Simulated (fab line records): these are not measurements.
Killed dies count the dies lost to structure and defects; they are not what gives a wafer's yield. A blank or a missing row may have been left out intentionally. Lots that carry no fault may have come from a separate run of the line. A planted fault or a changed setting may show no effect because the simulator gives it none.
fab line records ; flow nand-harc ; part 2 of 2: steps 5 to 6 of 6
[record] lots = 24; wafers = 72; last-day = 34
route steps=1302 shown A_ONON_D2@554 A_CHANNEL_HOLE_D2@587 A_CHANNEL_FILL_D2@621
lots with no fault: from the same line, run without faults
start-h: hours from the record's opening day to when the first of the lot's shown wafers began ; wait-h: time in hours since the lot's previous step ; " repeats the value in the row above ; L1.1+2: one row covering several wafers at once ; - no value present, or no start provided ; * or withheld: withheld ; < > ~ a bound
route shown NAME@n: a module of which the file shows steps, and the number in the route of the first ; usual: the fault-free wafers' mean and standard deviation ; same: alike in all rows ; chamber/n: place in a boat ; sites: the reading at each site ; _std_site: the standard deviation of these ; _edge_site: outer sites' mean less inner sites' ; radius-mm: for every site, how far away it sits from the centre of the wafer ; mask NAME#n: copy n ; behind: the most recent tool/chamber to have shaped the wafer ; hold: the reason the lot was held/the length of the hold in hours/how it ended ; device: the transistor (n, p or np) that didn't switch ; end of line: tests run on the same wafers once the route is complete ; where a step has no rows: the recipe by itself ; killed: dies lost to structure and defects at the first sort, not the wafer's yield ; map: a wafer's dies, marking killed ones x, the rest . and places with no die _
set.NAME: the setting the step ran with; set.NAME@STEP: the setting that earlier step ran with ; model.NAME: the simulator's own value behind a step, which no gauge read
the route's steps for a sample of lots (tables are steps, rows are wafers)
services: when a tool's chamber went out of use (start-h, in hours from the record's first day, below 0 if earlier), for how many hours, and the reason
[[steps]]
[step NHARC_A_CHANNEL_FILL_D2_STRIP_28]
[recipe] time-s = 20; o2-flow-sccm = 500; ar-flow-sccm = 0; bias-w = 0; chemistry = O2
[usual] drypump-motor-current-A = 5.9/0.45; oes-product-au = 1.001/0.008; rf-vpp-V = 57.9/0.83; showerhead-plenum-p-Torr = 3.57/0.13; throttle-valve-pct = 17.037/0.01
lot.wafer;tool;chamber;start-h;wait-h;drypump-motor-current-A;oes-product-au;rf-hours-counter-h;rf-vpp-V;showerhead-plenum-p-Torr;throttle-valve-pct
L074.4;rie-diel-08;2;331.20;0.1;5.6;1.003;21;58.1;3.70;17.030
L074.6;rie-diel-08;2;331.20;0.1;5.6;0.997;-;58.4;3.70;17.050
L074.5;rie-diel-08;3;331.20;0.1;5.8;0.996;-;58.2;3.70;17.034
L075.3;rie-diel-08;3;340.06;0.1;5.8;0.998;25;58.3;3.70;17.037
L075.2;rie-diel-08;1;340.06;0.1;6.1;0.998;21;56.0;3.41;17.023
L075.5;rie-diel-08;3;340.06;0.1;5.8;0.996;-;58.8;3.70;17.033
L076.2;rie-diel-07;3;340.06;0.1;6.5;1.012;1;58.0;3.49;17.038
L076.4;rie-diel-07;0;340.06;0.1;6.2;1.003;1;58.1;3.38;17.029
L076.5;rie-diel-07;1;340.06;0.1;5.8;1.014;-;58.2;3.71;17.029
L078.4;rie-diel-07;0;359.19;0.1;6.2;1.006;1;57.7;3.38;17.042
L078.3;rie-diel-07;2;359.19;0.1;5.1;1.008;1;57.7;3.55;17.045
L078.1;rie-diel-07;3;359.19;0.1;6.5;1.014;1;58.3;3.49;17.022
L077.2;rie-diel-07;3;362.75;0.1;6.5;1.004;2;56.4;3.49;17.028
L077.1;rie-diel-07;0;362.75;0.1;6.1;1.012;1;56.1;3.38;17.034
L077.3;rie-diel-07;1;362.75;0.1;5.8;1.005;2;58.7;3.71;17.037
L080.3;rie-diel-11;1;372.78;0.1;5.6;1.007;3;58.8;3.70;17.040
L080.1;rie-diel-11;2;372.78;0.1;5.8;1.003;3;57.7;3.67;17.038
L080.5;rie-diel-11;1;372.78;0.1;5.5;0.996;-;57.0;3.70;17.023
L079.1;rie-diel-07;2;372.80;0.1;5.1;0.999;2;56.9;3.55;17.037
L079.4;rie-diel-07;3;372.80;0.1;6.5;1.004;2;57.4;3.49;17.062
L079.2;rie-diel-07;0;372.80;0.1;6.1;1.010;1;57.5;3.38;17.039
L082.3;rie-diel-07;2;399.36;0.1;5.1;0.997;3;56.7;3.55;17.036
L082.1;rie-diel-07;0;399.36;0.1;6.2;0.987;2;56.9;3.38;17.025
L082.6;rie-diel-07;2;399.36;0.1;5.1;0.994;-;58.3;3.55;17.047
L081.1;rie-diel-11;1;399.36;0.1;5.6;1.010;4;57.9;3.70;17.025
L081.4;rie-diel-11;2;399.36;0.1;5.8;1.012;4;56.4;3.67;17.047
L081.3;rie-diel-11;0;399.36;0.1;6.5;1.011;4;57.2;3.70;17.019
L083.1;rie-diel-07;0;408.74;0.1;6.2;0.992;2;55.7;3.38;17.022
L083.4;rie-diel-07;1;408.74;0.1;5.7;1.008;3;58.4;3.71;17.038
L083.6;rie-diel-07;3;408.74;0.1;6.5;1.010;-;57.6;3.49;17.046
L084.2;rie-diel-08;0;428.75;0.1;6.0;1.012;9;57.3;3.64;17.038
L084.6;rie-diel-08;3;428.75;0.1;5.8;1.004;-;57.5;3.69;17.017
L084.5;rie-diel-08;0;428.75;0.1;6.1;1.007;-;57.0;3.64;17.036
L085.3;rie-diel-07;0;428.77;0.1;6.1;1.014;3;57.9;3.38;17.058
L085.1;rie-diel-07;2;428.77;0.1;5.0;1.004;3;56.3;3.55;17.031
L085.2;rie-diel-07;3;428.77;0.1;6.5;1.008;3;57.2;3.49;17.030
L086.3;rie-diel-07;1;435.29;0.1;5.7;1.010;3;58.0;3.71;17.039
L086.4;rie-diel-07;2;435.29;0.1;5.1;1.005;3;58.4;3.55;17.036
L086.6;rie-diel-07;1;435.29;0.1;5.7;1.013;-;58.1;3.71;17.042
L087.2;rie-diel-11;1;461.36;0.1;5.5;1.003;0;58.0;3.70;17.037
L087.6;rie-diel-11;3;461.36;0.1;6.2;0.992;-;58.4;3.40;17.033
L087.5;rie-diel-11;0;461.36;0.1;6.4;1.012;-;57.8;3.70;17.035
L089.2;rie-diel-11;0;469.40;0.1;6.5;1.001;0;57.4;3.70;17.053
L089.4;rie-diel-11;2;469.40;0.1;5.8;0.989;0;58.0;3.67;17.040
L089.5;rie-diel-11;0;469.40;0.1;6.5;0.998;-;58.9;3.70;17.027
L088.2;rie-diel-07;0;469.40;0.1;6.1;1.009;4;56.6;3.38;17.023
L088.4;rie-diel-07;1;469.40;0.1;5.8;0.992;5;58.1;3.71;17.046
L088.5;rie-diel-07;0;469.40;0.1;6.2;1.002;-;57.5;3.38;17.055
L090.3;rie-diel-07;3;485.90;0.1;6.5;0.994;0;58.1;3.49;17.033
L090.4;rie-diel-07;1;485.90;0.1;5.8;0.997;0;59.0;3.71;17.039
L090.6;rie-diel-07;2;485.90;0.1;5.1;0.988;-;57.0;3.55;17.034
L092.2;rie-diel-11;3;502.22;0.1;6.2;0.987;1;59.7;3.40;17.034
L092.4;rie-diel-11;0;502.22;0.1;6.5;1.005;1;58.6;3.70;17.046
L092.6;rie-diel-11;1;502.22;0.1;5.6;0.997;-;58.1;3.70;17.037
L091.3;rie-diel-07;1;502.22;0.1;5.8;1.005;1;59.3;3.71;17.053
L091.4;rie-diel-07;2;502.22;0.1;5.0;1.002;0;57.6;3.55;17.032
L091.6;rie-diel-07;3;502.22;0.1;6.5;0.993;-;58.0;3.49;17.027
L093.2;rie-diel-11;0;508.57;0.1;6.5;0.998;1;58.4;3.70;17.036
L093.6;rie-diel-11;3;508.57;0.1;6.2;0.990;-;57.7;3.40;17.054
L093.5;rie-diel-11;0;508.57;0.1;6.5;1.002;-;58.6;3.70;17.042
L094.4;rie-diel-08;0;529.05;0.1;6.0;1.005;26;58.6;3.63;17.017
L094.2;rie-diel-08;2;529.05;0.1;5.6;1.012;25;58.3;3.69;17.053
L094.6;rie-diel-08;0;529.05;0.1;6.0;1.003;-;58.8;3.63;17.015
L095.4;rie-diel-07;2;537.04;0.1;5.1;0.994;1;56.9;3.55;17.048
L095.2;rie-diel-07;1;537.04;0.1;5.8;0.999;1;58.9;3.71;17.015
L095.6;rie-diel-07;3;537.04;0.1;6.5;0.993;-;58.1;3.49;17.043
L097.2;rie-diel-07;2;561.03;0.1;5.1;1.000;2;58.3;3.55;17.039
L097.4;rie-diel-07;0;561.03;0.1;6.1;1.001;2;58.8;3.38;17.048
L097.6;rie-diel-07;2;561.03;0.1;5.1;0.980;-;58.5;3.55;17.032
L096.3;rie-diel-08;0;561.03;0.1;6.0;0.988;1;57.2;3.63;17.044
L096.2;rie-diel-08;1;561.03;0.1;6.1;0.994;1;58.2;3.39;17.038
L096.1;rie-diel-08;3;561.03;0.1;5.8;0.999;1;59.0;3.68;17.019
[step NHARC_A_CHANNEL_FILL_D2_CMP_10]
[recipe] target-thk-nm = 150
[usual] motor-current-A = 12.5/1; slurry-filter-dp-kPa = 13.49/0.11; time-to-endpoint-s = 15.1/2.3
lot.wafer;tool;chamber;start-h;wait-h;motor-current-A;slurry-filter-dp-kPa;time-to-endpoint-s
L074.4;cmp-02;0;354.46;0.4;11.7;13.49;17.3
L074.5;cmp-02;3;354.46;0.4;11.5;13.49;17.9
L074.6;cmp-02;0;354.46;0.4;11.1;13.68;18.2
L075.3;cmp-04;1;363.04;0.4;12.5;13.28;15.8
L075.2;cmp-04;0;363.04;0.4;13.1;13.45;15.7
L075.5;cmp-04;1;363.04;0.4;13.3;13.46;15.2
L076.4;cmp-03;2;363.06;0.4;14.5;13.50;11.5
L076.2;cmp-03;0;363.06;0.4;12.2;13.48;14.3
L076.5;cmp-03;1;363.06;0.4;10.9;13.60;12.3
L078.4;cmp-03;3;383.05;0.4;12.4;13.69;14.7
L078.1;cmp-03;0;383.05;0.4;11.1;13.46;12.1
L078.3;cmp-03;2;383.05;0.4;14.5;13.56;11.9
L077.3;cmp-02;0;383.07;0.4;11.4;13.57;21.6
L077.2;cmp-02;1;383.07;0.4;12.1;13.48;19.2
L077.1;cmp-02;2;383.07;0.4;13.0;13.34;19.6
L080.1;cmp-04;2;395.84;0.4;13.5;13.45;12.8
L080.3;cmp-04;0;395.84;0.4;13.9;13.33;15.6
L080.5;cmp-04;1;395.84;0.4;12.8;13.57;15.8
L079.1;cmp-02;2;395.84;0.4;12.5;13.44;18.8
L079.4;cmp-02;3;395.84;0.4;11.0;13.47;16.3
L079.2;cmp-02;0;395.84;0.4;11.2;13.68;17.1
L082.1;cmp-02;0;422.55;0.4;11.3;13.49;14.5
L082.3;cmp-02;1;422.55;0.4;12.0;13.57;12.1
L082.6;cmp-02;3;422.55;0.4;11.6;13.60;13.8
L081.1;cmp-03;0;426.19;0.4;11.4;13.35;10.3
L081.4;cmp-03;1;426.19;0.4;10.8;13.34;10.6
L081.3;cmp-03;3;426.19;0.4;12.3;13.52;11.4
L083.1;cmp-03;2;431.88;0.4;13.6;13.55;13.4
L083.4;cmp-03;3;431.88;0.4;12.3;13.39;13.1
L083.6;cmp-03;2;431.88;0.4;15.1;13.29;12.5
L085.2;cmp-04;3;451.91;0.4;13.0;13.38;14.0
L085.1;cmp-04;0;451.91;0.4;13.4;13.39;16.9
L085.3;cmp-04;1;451.91;0.4;12.7;13.51;15.0
L084.2;cmp-03;0;451.96;0.4;12.3;13.39;15.2
L084.6;cmp-03;1;451.96;0.4;11.7;13.38;15.0
L084.5;cmp-03;2;451.96;0.4;14.5;13.37;14.5
L086.3;cmp-04;2;458.25;0.4;13.8;13.49;15.5
L086.4;cmp-04;1;458.25;0.4;13.4;13.44;14.3
L086.6;cmp-04;3;458.25;0.4;13.1;13.39;17.6
L087.2;cmp-04;1;483.93;0.4;13.1;13.38;17.8
L087.5;cmp-04;3;483.93;0.4;12.7;13.77;16.5
L087.6;cmp-04;0;483.93;0.4;12.9;13.70;14.7
L088.2;cmp-03;0;491.99;0.4;12.1;13.70;17.2
L088.4;cmp-03;3;491.99;0.4;12.6;13.49;16.8
L088.5;cmp-03;0;491.99;0.4;11.8;13.40;15.6
L089.2;cmp-02;0;492.01;0.4;11.8;13.60;13.9
L089.4;cmp-02;2;492.01;0.4;13.5;13.53;16.1
L089.5;cmp-02;3;492.01;0.4;11.0;13.61;14.6
L090.3;cmp-04;3;510.48;0.4;12.3;13.67;18.5
L090.4;cmp-04;1;510.48;0.4;13.3;13.64;16.8
L090.6;cmp-04;2;510.48;0.4;13.4;13.50;16.9
L092.4;cmp-02;0;524.78;0.4;11.5;13.31;14.3
L092.2;cmp-02;1;524.78;0.4;12.6;13.46;9.2
L092.6;cmp-02;1;524.78;0.4;12.1;13.43;12.8
L091.4;cmp-03;2;524.80;0.4;14.5;13.32;15.1
L091.3;cmp-03;0;524.80;0.4;12.4;13.49;13.7
L091.6;cmp-03;2;524.80;0.4;14.1;13.57;13.9
L093.2;cmp-04;0;532.00;0.4;13.2;13.43;13.7
L093.5;cmp-04;2;532.00;0.4;13.7;13.51;16.2
L093.6;cmp-04;3;532.00;0.4;13.3;13.61;14.8
L094.4;cmp-03;0;553.34;0.4;11.9;13.41;13.2
L094.2;cmp-03;1;553.34;0.4;11.9;13.57;14.2
L094.6;cmp-03;3;553.34;0.4;12.6;13.42;16.1
L095.4;cmp-02;0;560.23;0.4;11.0;13.50;14.3
L095.2;cmp-02;1;560.23;0.4;13.0;13.63;15.1
L095.6;cmp-02;2;560.23;0.4;12.5;13.55;14.4
L097.2;cmp-03;2;584.29;0.4;14.5;13.44;17.0
L097.4;cmp-03;3;584.29;0.4;12.3;13.41;19.7
L097.6;cmp-03;2;584.29;0.4;13.8;13.37;17.0
L096.1;cmp-02;1;587.84;0.4;12.1;13.44;15.9
L096.2;cmp-02;2;587.84;0.4;13.6;13.48;16.9
L096.3;cmp-02;0;587.84;0.4;11.4;13.51;16.3
[[services]]
tool;chamber;start-h;hours;kind
rie-diel-03;-;281.30;9.0;pm
rie-diel-13;-;284.62;0.1;repair
rie-diel-07;-;294.20;9.0;pm
rie-diel-12;2;301.15;3.8;repair
rie-diel-13;0;324.35;3.3;repair
rie-diel-07;0;328.18;2.0;repair
rie-diel-03;0;333.47;7.0;repair
rie-diel-13;3;340.62;3.4;repair
rie-diel-13;-;342.00;9.0;pm
rie-diel-03;3;358.52;5.0;repair
rie-diel-12;3;360.91;4.3;repair
rie-diel-12;1;389.37;5.6;repair
rie-diel-07;0;440.75;7.3;repair
rie-diel-07;3;442.51;5.6;repair
rie-diel-12;-;445.40;9.0;pm
rie-diel-03;-;458.30;9.0;pm
rie-diel-13;3;458.56;6.0;repair
rie-diel-07;0;469.43;5.5;repair
rie-diel-07;-;471.20;9.0;pm
rie-diel-13;1;475.63;9.3;repair
rie-diel-13;-;519.00;9.0;pm
rie-diel-12;3;536.03;2.8;repair
rie-diel-03;3;544.36;7.6;repair
rie-diel-13;0;565.66;13.5;repair
